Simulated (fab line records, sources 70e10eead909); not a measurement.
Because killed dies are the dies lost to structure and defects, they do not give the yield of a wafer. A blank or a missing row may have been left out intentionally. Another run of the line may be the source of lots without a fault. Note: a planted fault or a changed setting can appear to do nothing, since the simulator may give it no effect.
Matching of chambers    flow nand-harc    NHARC_P_CONTACT_CMP_01 on cmp-02: 4 sister chambers
The step polishes SiO2, target thk 200 nm. 8 wafers are shown with their chamber, then 12 later ones without.

## EACH WAFER AND ITS CHAMBER
wafer   chamber  motor-current-A (A)
L082.2  2        11.9
L084.2  3        10.7
L084.6  3        11.4
L086.1  0        13.1
L086.5  0        13.3
L087.3  1        11.4
L087.5  1        10.9
L087.6  2        11.8

## WAFERS WHOSE CHAMBER IS MISSING
wafer   motor-current-A (A)
L089.1  13.4
L089.2  11.3
L089.4  11.8
L092.1  11.6
L092.3  10.4
L092.4  13.3
L096.2  11.1
L096.3  11.6
L096.6  10.7
L097.3  10.6
L097.5  12.0
L097.6  10.8

## WHICH CHAMBER EACH WENT THROUGH
wafer   from the rows above           in truth
L089.1  0                             0
L089.2  can't be placed: 1 or 3 or 2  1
L089.4  can't be placed: 2 or 1       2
L092.1  can't be placed: 2 or 1 or 3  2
L092.3  can't be placed: 3 or 1       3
L092.4  0                             0
L096.2  can't be placed: 3 or 1       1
L096.3  can't be placed: 2 or 1 or 3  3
L096.6  can't be placed: 3 or 1       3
L097.3  can't be placed: 3 or 1       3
L097.5  2                             2
L097.6  can't be placed: 3 or 1       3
Placed correctly: 3 of 12. Cannot be placed on the basis of these rows: 9; the candidates contain the true chamber in 9. Number placed wrongly: 0.
How it was worked out, from the rows above alone: a wafer's distance from a chamber is the root of the sum, over the readings, of the square of ((its reading less the chamber's mean) divided by the reading's scatter). The wafer belongs to the nearest chamber; if the next one is less than 2 further off, it can't be placed. A chamber's mean is the mean of its shown wafers. The scatter is the square root of a quotient: the sum, over the shown wafers, of each reading's squared deviation from its chamber's mean, divided by wafers minus chambers.
